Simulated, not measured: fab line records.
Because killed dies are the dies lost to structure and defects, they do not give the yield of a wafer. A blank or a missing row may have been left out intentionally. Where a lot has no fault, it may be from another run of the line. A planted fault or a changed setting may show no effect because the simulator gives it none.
Matching of chambers | flow n5_finfet | 4 sister chambers for N5_ZERO_LAYER_ETCH_18 on rie_si-03
The step etches Si in HBr/Cl2, target depth 120 nm, time 40 s. 8 wafers are shown with their chamber, then 9 later ones without.

## WAFERS PAIRED WITH THEIR CHAMBERS
wafer  | chamber | drypump_motor_current_A (A) | throttle_valve_pct (%)
L078.2 | 1       | 5.5                         | 36.12
L080.3 | 0       | 5.2                         | 36.28
L080.4 | 1       | 5.5                         | 36.12
L085.4 | 3       | 5.4                         | 35.55
L085.5 | 2       | 6.7                         | 36.23
L086.2 | 2       | 6.7                         | 36.23
L086.4 | 3       | 5.4                         | 35.56
L086.6 | 0       | 5.3                         | 36.30

## WAFERS MISSING THEIR CHAMBER
wafer  | drypump_motor_current_A (A) | throttle_valve_pct (%)
L090.2 | 5.4                         | 35.57
L090.3 | 5.5                         | 36.12
L090.4 | 5.3                         | 36.30
L094.2 | 5.4                         | 35.55
L094.3 | 5.5                         | 36.10
L094.4 | 6.7                         | 36.25
L097.1 | 5.5                         | 36.11
L097.3 | 6.7                         | 36.24
L097.5 | 6.7                         | 36.26

## EACH ONE'S CHAMBER
wafer  | from the rows above | in truth
L090.2 | 3                   | 3
L090.3 | 1                   | 1
L090.4 | 0                   | 0
L094.2 | 3                   | 3
L094.3 | 1                   | 1
L094.4 | 2                   | 2
L097.1 | 1                   | 1
L097.3 | 2                   | 2
L097.5 | 2                   | 2
9 of 9 placed correctly. Left unplaced by these rows: 0. Wrongly placed: 0.
How it was worked out, from the rows above alone: a wafer's distance from a chamber is the root of the sum, over the readings, of the square of ((its reading less the chamber's mean) divided by the reading's scatter). If the next closest chamber is less than 2 further off than the closest, the wafer can't be placed; otherwise it belongs to the closest. The mean given for a chamber averages the wafers shown for that chamber. The scatter is the square root of a quotient: the sum, over the shown wafers, of each reading's squared deviation from its chamber's mean, divided by wafers minus chambers.
